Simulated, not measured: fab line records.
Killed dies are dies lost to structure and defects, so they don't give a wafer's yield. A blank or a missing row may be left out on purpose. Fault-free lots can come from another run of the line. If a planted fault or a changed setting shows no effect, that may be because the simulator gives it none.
Which tool did it? :: flow nand harc :: Sampling: 13 lots, 39 wafers, 5 of 1159 route steps

## WHAT THE GAUGES SHOWED, per wafer
NHARC_P_CONTACT_INSPECT_27. Usual: raw defect count reads 294 (standard deviation 120).
lot: L825
measured: day 5 19:16
on: defect inspect-02
raw defect count: 259 411 185
flag: 

lot: L826
measured: day 6 10:11
on: defect inspect-02
raw defect count: 388 231 286
flag: 

lot: L827
measured: day 6 13:13
on: defect inspect-02
raw defect count: 282 314 339
flag: 

lot: L828
measured: day 6 13:43
on: defect inspect-01
raw defect count: 650 562 534
flag: 

lot: L830
measured: day 6 16:26
on: defect inspect-02
raw defect count: 415 353 506
flag: 

lot: L832
measured: day 8 02:10
on: defect inspect-01
raw defect count: 211 142 196
flag: 

lot: L839
measured: day 9 21:01
on: defect inspect-01
raw defect count: 160 175 188
flag: 

lot: L842
measured: day 10 05:30
on: defect inspect-02
raw defect count: 401 434 489
flag: 

lot: L844
measured: day 10 10:48
on: defect inspect-02
raw defect count: 134 308 179
flag: 

lot: L846
measured: day 10 22:44
on: defect inspect-01
raw defect count: 283 140 227
flag: 

lot: L845
measured: day 10 22:50
on: defect inspect-01
raw defect count: 122 112 173
flag: 

lot: L848
measured: day 11 06:58
on: defect inspect-02
raw defect count: 441 330 478
flag: 

lot: L847
measured: day 11 08:43
on: defect inspect-01
raw defect count: 337 269 319
flag: 

NHARC_P_M0_CD_MEAS_09: the cd target is 90 nm. Usual: cd nm reads 90.2 nm (standard deviation 0.49).
lot: L825
measured: day 5 20:10
on: cd sem-03
cd nm (nm): 89.5 89.9 90.1
flag: 

lot: L826
measured: day 6 10:58
on: cd sem-01
cd nm (nm): 90.3 89.8 89.9
flag: 

lot: L827
measured: day 6 14:07
on: cd sem-02
cd nm (nm): 89.6 89.8 89.6
flag: 

lot: L828
measured: day 6 14:37
on: cd sem-03
cd nm (nm): 90.0 90.4 90.1
flag: 

lot: L830
measured: day 6 17:13
on: cd sem-02
cd nm (nm): 90.1 89.5 90.1
flag: 

lot: L832
measured: day 8 02:56
on: cd sem-01
cd nm (nm): 89.8 90.1 90.1
flag: 

lot: L839
measured: day 9 21:55
on: cd sem-01
cd nm (nm): 90.4 66.9 90.5
flag: OFF

lot: L842
measured: day 10 06:17
on: cd sem-03
cd nm (nm): 89.1 89.7 90.1
flag: 

lot: L844
measured: day 10 11:35
on: cd sem-03
cd nm (nm): 89.8 89.3 89.8
flag: 

lot: L846
measured: day 10 23:58
on: cd sem-02
cd nm (nm): 90.3 89.6 90.0
flag: 

lot: L845
measured: day 10 23:49
on: cd sem-03
cd nm (nm): 89.7 90.2 90.4
flag: 

lot: L848
measured: day 11 07:46
on: cd sem-02
cd nm (nm): 90.1 90.6 90.6
flag: 

lot: L847
measured: day 11 09:38
on: cd sem-01
cd nm (nm): 90.4 90.0 90.5
flag: 

## TOOL THAT RAN EACH LOT (tool first, then ch and the chambers of the sampled wafers, then the start)
lot: L825
NHARC_P_CONTACT_ETCH_36: rie diel-13 ch 1,2, day 5 19:16 or earlier
NHARC_P_CONTACT_CVD_23: cvd w-02 ch 0,1, day 5 19:16 or earlier
NHARC_P_M0_PEB_07: litho track-01 ch 0, day 5 20:05

lot: L826
NHARC_P_CONTACT_ETCH_36: rie diel-13 ch 0,2,3, day 6 10:11 or earlier
NHARC_P_CONTACT_CVD_23: cvd w-02 ch 0,1, day 6 10:11 or earlier
NHARC_P_M0_PEB_07: litho track-04 ch 0, day 6 10:53

lot: L827
NHARC_P_CONTACT_ETCH_36: rie diel-12 ch 0,1,2, day 6 13:13 or earlier
NHARC_P_CONTACT_CVD_23: cvd w-01 ch 0,1, day 6 13:13 or earlier
NHARC_P_M0_PEB_07: litho track-04 ch 0, day 6 14:02

lot: L828
NHARC_P_CONTACT_ETCH_36: rie diel-13 ch 1,2, day 6 13:43 or earlier
NHARC_P_CONTACT_CVD_23: cvd w-02 ch 0,1, day 6 13:43 or earlier
NHARC_P_M0_PEB_07: litho track-06 ch 0, day 6 14:32

lot: L830
NHARC_P_CONTACT_ETCH_36: rie diel-13 ch 1,2, day 6 16:26 or earlier
NHARC_P_CONTACT_CVD_23: cvd w-02 ch 0,1, day 6 16:26 or earlier
NHARC_P_M0_PEB_07: litho track-06 ch 0, day 6 17:08

lot: L832
NHARC_P_CONTACT_ETCH_36: rie diel-13 ch 0,1,2, day 8 02:10 or earlier
NHARC_P_CONTACT_CVD_23: cvd w-01 ch 0, day 8 02:10 or earlier
NHARC_P_M0_PEB_07: litho track-04 ch 0, day 8 02:52

lot: L839
NHARC_P_CONTACT_ETCH_36: rie diel-13 ch 1,3, day 9 21:01 or earlier
NHARC_P_CONTACT_CVD_23: cvd w-01 ch 0,1, day 9 21:01 or earlier
NHARC_P_M0_PEB_07: litho track-04 ch 0, day 9 21:50

lot: L842
NHARC_P_CONTACT_ETCH_36: rie diel-13 ch 0,1,2, day 10 05:30 or earlier
NHARC_P_CONTACT_CVD_23: cvd w-02 ch 0,1, day 10 05:30 or earlier
NHARC_P_M0_PEB_07: litho track-06 ch 0, day 10 06:12

lot: L844
NHARC_P_CONTACT_ETCH_36: rie diel-13 ch 0,1,3, day 10 10:48 or earlier
NHARC_P_CONTACT_CVD_23: cvd w-01 ch 0,1, day 10 10:48 or earlier
NHARC_P_M0_PEB_07: litho track-06 ch 0, day 10 11:30

lot: L846
NHARC_P_CONTACT_ETCH_36: rie diel-13 ch 0,2,3, day 10 22:44 or earlier
NHARC_P_CONTACT_CVD_23: cvd w-02 ch 0,1, day 10 22:44 or earlier
NHARC_P_M0_PEB_07: litho track-01 ch 0, day 10 23:53

lot: L845
NHARC_P_CONTACT_ETCH_36: rie diel-11 ch 0,1,3, day 10 22:50 or earlier
NHARC_P_CONTACT_CVD_23: cvd w-01 ch 0,1, day 10 22:50 or earlier
NHARC_P_M0_PEB_07: litho track-01 ch 0, day 10 23:44

lot: L848
NHARC_P_CONTACT_ETCH_36: rie diel-12 ch 1,2, day 11 06:58 or earlier
NHARC_P_CONTACT_CVD_23: cvd w-02 ch 0,1, day 11 06:58 or earlier
NHARC_P_M0_PEB_07: litho track-06 ch 0, day 11 07:41

lot: L847
NHARC_P_CONTACT_ETCH_36: rie diel-11 ch 2,3, day 11 08:43 or earlier
NHARC_P_CONTACT_CVD_23: cvd w-01 ch 0,1, day 11 08:43 or earlier
NHARC_P_M0_PEB_07: litho track-01 ch 0, day 11 09:33
- NHARC_P_CONTACT_ETCH_36: etches the open film in N2/H2, target depth 260 nm, time 406.25 s.
- NHARC_P_CONTACT_CVD_23: deposits W, target thk 200 nm, time 557 s.
- NHARC_P_M0_PEB_07: peb time 65 s.

## WHAT THE TOOLS THEMSELVES READ (means of the sampled wafers that have a number; where no wafer has one, the mark that the record gives instead)
NHARC_P_CONTACT_ETCH_36. Usual: drypump motor current A 5.8 A, standard deviation 0.43; oes product au 0.997 a.u., standard deviation 0.0078; rf vpp V 431.2 V, standard deviation 2.1; showerhead plenum p Torr 2.06 Torr, standard deviation 0.076; throttle valve pct 14.171 %, standard deviation 0.0095.
lot: L825
tool: rie diel-13
drypump motor current A (A): 5.7
oes product au (a.u.): 1.005
rf vpp V (V): 432.0
showerhead plenum p Torr (Torr): 2.06
throttle valve pct (%): 14.171
flag: 

lot: L826
tool: rie diel-13
drypump motor current A (A): 5.9
oes product au (a.u.): 0.993
rf vpp V (V): 432.0
showerhead plenum p Torr (Torr): 2.08
throttle valve pct (%): 14.176
flag: 

lot: L827
tool: rie diel-12
drypump motor current A (A): 6.1
oes product au (a.u.): 0.991
rf vpp V (V): 434.0
showerhead plenum p Torr (Torr): 2.18
throttle valve pct (%): 14.180
flag: 

lot: L828
tool: rie diel-13
drypump motor current A (A): 5.7
oes product au (a.u.): 0.996
rf vpp V (V): 430.0
showerhead plenum p Torr (Torr): 2.02
throttle valve pct (%): 14.164
flag: 

lot: L830
tool: rie diel-13
drypump motor current A (A): 5.6
oes product au (a.u.): 1.002
rf vpp V (V): 430.9
showerhead plenum p Torr (Torr): 2.06
throttle valve pct (%): 14.178
flag: 

lot: L832
tool: rie diel-13
drypump motor current A (A): 5.7
oes product au (a.u.): 0.996
rf vpp V (V): 430.7
showerhead plenum p Torr (Torr): 2.04
throttle valve pct (%): 14.177
flag: 

lot: L839
tool: rie diel-13
drypump motor current A (A): 5.9
oes product au (a.u.): 0.995
rf vpp V (V): 430.8
showerhead plenum p Torr (Torr): 2.06
throttle valve pct (%): 14.170
flag: 

lot: L842
tool: rie diel-13
drypump motor current A (A): 5.6
oes product au (a.u.): 0.999
rf vpp V (V): 430.6
showerhead plenum p Torr (Torr): 2.04
throttle valve pct (%): 14.173
flag: 

lot: L844
tool: rie diel-13
drypump motor current A (A): 5.8
oes product au (a.u.): 0.987
rf vpp V (V): 430.6
showerhead plenum p Torr (Torr): 2.04
throttle valve pct (%): 14.167
flag: 

lot: L846
tool: rie diel-13
drypump motor current A (A): 5.9
oes product au (a.u.): 0.995
rf vpp V (V): 430.9
showerhead plenum p Torr (Torr): 2.07
throttle valve pct (%): 14.162
flag: 

lot: L845
tool: rie diel-11
drypump motor current A (A): 5.8
oes product au (a.u.): 0.997
rf vpp V (V): 429.0
showerhead plenum p Torr (Torr): 1.98
throttle valve pct (%): 14.177
flag: 

lot: L848
tool: rie diel-12
drypump motor current A (A): 5.5
oes product au (a.u.): 0.999
rf vpp V (V): 434.5
showerhead plenum p Torr (Torr): 2.17
throttle valve pct (%): 14.176
flag: 

lot: L847
tool: rie diel-11
drypump motor current A (A): 5.4
oes product au (a.u.): 1.005
rf vpp V (V): 428.3
showerhead plenum p Torr (Torr): 1.96
throttle valve pct (%): 14.183
flag: 

NHARC_P_CONTACT_CVD_23. Usual: heater power w 420 W, standard deviation 26; throttle valve pct 8.1 %, standard deviation 0.31.
lot: L825
tool: cvd w-02
heater power w (W): 431
throttle valve pct (%): 7.7
flag: 

lot: L826
tool: cvd w-02
heater power w (W): 419
throttle valve pct (%): 7.8
flag: 

lot: L827
tool: cvd w-01
heater power w (W): 408
throttle valve pct (%): 8.1
flag: 

lot: L828
tool: cvd w-02
heater power w (W): 439
throttle valve pct (%): 7.8
flag: 

lot: L830
tool: cvd w-02
heater power w (W): 415
throttle valve pct (%): 7.8
flag: 

lot: L832
tool: cvd w-01
heater power w (W): 388
throttle valve pct (%): 8.0
flag: 

lot: L839
tool: cvd w-01
heater power w (W): 408
throttle valve pct (%): 8.3
flag: 

lot: L842
tool: cvd w-02
heater power w (W): 434
throttle valve pct (%): 7.7
flag: 

lot: L844
tool: cvd w-01
heater power w (W): 423
throttle valve pct (%): 8.4
flag: 

lot: L846
tool: cvd w-02
heater power w (W): 434
throttle valve pct (%): 7.8
flag: 

lot: L845
tool: cvd w-01
heater power w (W): 405
throttle valve pct (%): 8.3
flag: 

lot: L848
tool: cvd w-02
heater power w (W): 443
throttle valve pct (%): 7.8
flag: 

lot: L847
tool: cvd w-01
heater power w (W): 417
throttle valve pct (%): 8.3
flag: 

NHARC_P_M0_PEB_07. Usual: heater power total W 156.6 W, standard deviation 0.42; resist line temp C 23.00 C, standard deviation 0.095.
lot: L825
tool: litho track-01
heater power total W (W): 156.9
resist line temp C (C): 23.02
flag: 

lot: L826
tool: litho track-04
heater power total W (W): 156.9
resist line temp C (C): 22.94
flag: 

lot: L827
tool: litho track-04
heater power total W (W): 156.7
resist line temp C (C): 22.92
flag: 

lot: L828
tool: litho track-06
heater power total W (W): 156.2
resist line temp C (C): 22.91
flag: 

lot: L830
tool: litho track-06
heater power total W (W): 156.8
resist line temp C (C): 22.93
flag: 

lot: L832
tool: litho track-04
heater power total W (W): 156.9
resist line temp C (C): 23.03
flag: 

lot: L839
tool: litho track-04
heater power total W (W): 176.8
resist line temp C (C): 22.98
flag: OFF

lot: L842
tool: litho track-06
heater power total W (W): 156.7
resist line temp C (C): 22.98
flag: 

lot: L844
tool: litho track-06
heater power total W (W): 156.1
resist line temp C (C): 22.99
flag: 

lot: L846
tool: litho track-01
heater power total W (W): 156.9
resist line temp C (C): 23.03
flag: 

lot: L845
tool: litho track-01
heater power total W (W): 156.3
resist line temp C (C): 23.03
flag: 

lot: L848
tool: litho track-06
heater power total W (W): 156.5
resist line temp C (C): 23.11
flag: 

lot: L847
tool: litho track-01
heater power total W (W): 156.4
resist line temp C (C): 23.03
flag: 

## THE ANSWER, worked out from the rows above alone
Rule: a lot is off if the mean of its wafers that have a number lies more than 3 standard deviations from the usual mean. Also off: a lot with no number at a reading for which 4 or more lots have one. Where the step has rows for the other lots, those lots are counted as sound. The gauges are gone through in route order, then the tools' own readings, and for those a lot's mean is taken as printed above. At the first step where some lot is off, the reading lying furthest off is the one used; lots without a number count as furthest.
Off, at NHARC_P_M0_CD_MEAS_09 on cd nm: L839.
A tool fits if, at a process step before that reading, it ran every lot that is off, and no sound lot after the first of them. The gauges at NHARC_P_M0_CD_MEAS_09 aren't tried: what is off there is off at NHARC_P_M0_PEB_07 too, on other tools, and a gauge's error can't cause that. Because NHARC_P_CONTACT_ETCH_36 lacks a start for some lots, the hours and order of its lots are taken from NHARC_P_CONTACT_INSPECT_27. Because NHARC_P_CONTACT_CVD_23 lacks a start for some lots, the hours and order of its lots are taken from NHARC_P_CONTACT_INSPECT_27. One candidate fits, namely litho track-04 at NHARC_P_M0_PEB_07. Its last sound lot is L832 (day 8 02:52), its first lot that is off L839 (day 9 21:50): a fault that began between those two fits.
On the lots that are off, the tool's own readings at NHARC_P_M0_PEB_07 differ by more than 5 times the standard deviation of the sound lots' means, which bears it out; heater power total W reads 176.8 W there versus 156.6 W on the sound lots.

## WHAT THE SIMULATOR HAD INSERTED
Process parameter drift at NHARC_P_M0_PEB_07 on litho track-04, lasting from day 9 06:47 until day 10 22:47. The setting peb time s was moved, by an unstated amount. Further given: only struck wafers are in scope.
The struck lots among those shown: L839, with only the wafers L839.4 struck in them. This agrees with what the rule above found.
